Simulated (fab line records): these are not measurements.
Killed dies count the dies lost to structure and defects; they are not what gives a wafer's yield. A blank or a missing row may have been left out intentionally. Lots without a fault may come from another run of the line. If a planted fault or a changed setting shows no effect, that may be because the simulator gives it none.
Struck lot and sound lot, side by side || flow n5 finfet || 37 out of 1938 route steps
Sound: wafers L842.1, L842.2, L842.4. Struck: wafers L848.1, L848.4, L848.5. At the end, the cause is stated.
At each step with rows: each side's tool, then ch and its chambers, then its first start. Under that, the readings that differ: sound wafers || struck wafers || difference of the means || sigmas: that difference in standard deviations of wafers without a fault.
alike: words and numbers the same on both sides, and readings whose means are apart by under 2 such deviations; not compared: readings that were withheld, readings missing a value for some wafer, numbers with overlapping values and no deviation given by the record, and bounds like >300 which may hide the same value.
Wherever a step has rows on one side only, a row that says differs or no value, or a row with sigmas, the two part there. When numbers do not overlap yet have no deviation, they are printed without sigmas and do not part them. Lack of a reading on every wafer of one side parts them only where that side has two or more wafers.

first, 11 steps without rows for these wafers: N5_BEOL_M9_ETCH_76 (etches underlayer in N2/H2, target depth 6.5 nm, time 5.2 s); N5_BEOL_M9_ETCH_65 (etches SiARC in CF4, target depth 15.6 nm, time 26 s); N5_BEOL_M9_ETCH_66 (etches SOC in N2/H2, target depth 80 nm, overetch 16 nm, time 120 s); N5_BEOL_M9_STRIP_69 (strips in N2/H2); N5_BEOL_M9_STRIP_77 (strips in N2/H2); N5_BEOL_M9_VIA_ETCH_34 (etches SiCOH lowk in C4F6/O2, target depth 182.4 nm, time 68.4 s); N5_BEOL_M9_STRIP_73 (strips in C4F6/O2); N5_BEOL_M9_STRIP_36 (strips in N2/H2); N5_BEOL_M9_TRENCH_ETCH_37 (etches SiCOH lowk in C4F6/O2, target depth 151.43 nm, time 49 s); N5_BEOL_M9_ETCH_41 (etches SiCN in CH3F/O2, target depth 36.6 nm, time 70.1 s); N5_BEOL_M9_STRIP_80 (strips in N2/H2, time 10 s).
N5_BEOL_M9_HM_STRIP_39: strips TiN in peroxide tin strip, target depth 25 nm, time 158 s.
  sound on wet bench-01 ch 1,2,7, day 10 14:55; struck on wet bench-01 ch 2,4,7, day 12 01:25
  alike: bath heat duty pct
then, 24 steps without rows for these wafers: N5_BEOL_M9_SRD_40 (time 30 s); N5_BEOL_M9_PRECLEAN_42 (cleans in residue remover, time 60 s); N5_BEOL_M9_SRD_43 (time 30 s); N5_BEOL_M9_CURE_72 (cures SiCOH lowk, time 120 s); N5_BEOL_M9_DEGAS_44 (time 60 s); N5_BEOL_M9_PRE_CLEAN_45 (time 30 s); N5_BEOL_M9_ALD_74 (deposits TaN, target thk 2 nm, pulse time 2 s, purge time 3 s); N5_BEOL_M9_SURFACE_TREAT_79; N5_BEOL_M9_CVD_78 (deposits Co from CCTBA/H2, target thk 2 nm, time 138.9 s); N5_BEOL_M9_SPUTTER_48 (material Cu, target thk 12 nm, time 2 s); N5_BEOL_M9_ECD_50 (material Cu, target thk 318 nm); N5_BEOL_M9_ANNEAL_51 (time 90 s); N5_BEOL_M9_CMP_52 (polishes, stops on SiCOH lowk, t overpolish 7 s, target thk 140 nm); N5_BEOL_M9_PRE_CLEAN_55 (time 15 s); N5_BEOL_M9_DEP_56 (deposits SiCN from 3MS/NH3, target thk 15 nm, time 26.5 s); N5_BEOL_M10_ILD_DEP_00 (deposits SiCOH lowk from DEMS/porogen, target thk 308.51 nm, time 58 s); N5_BEOL_M10_CURE_71 (cures SiCOH lowk, time 240 s); N5_BEOL_M10_PECVD_70 (deposits SiO2 from TEOS/O2, target thk 20 nm, time 22.7 s); N5_BEOL_M10_HM_DEP_02 (deposits TiN, target thk 20 nm); N5_BEOL_M10_COAT_59 (time 60 s, resist thk 100 nm); N5_BEOL_M10_COAT_60 (time 60 s, resist thk 30 nm); N5_BEOL_M10_COAT_05 (resist thk 90 nm); N5_BEOL_M10_EBR_07; N5_BEOL_M10_SOFTBAKE_06 (time 60 s).
-- the record jumps here: 2 days lie between the struck wafers' starts before and after (it left off in module BEOL_M10 and takes up again in module PASSIVATION, whose first step shown is number 1936 of the route) --
N5_PASSIVATION_PROBE_49:
  the record has rows for the struck wafers here (prober-02, day 14 05:37) and none for the sound ones

## WHERE THEY PART
Only at N5_PASSIVATION_PROBE_49, as far as this record shows.

WHY: what the simulator had put in
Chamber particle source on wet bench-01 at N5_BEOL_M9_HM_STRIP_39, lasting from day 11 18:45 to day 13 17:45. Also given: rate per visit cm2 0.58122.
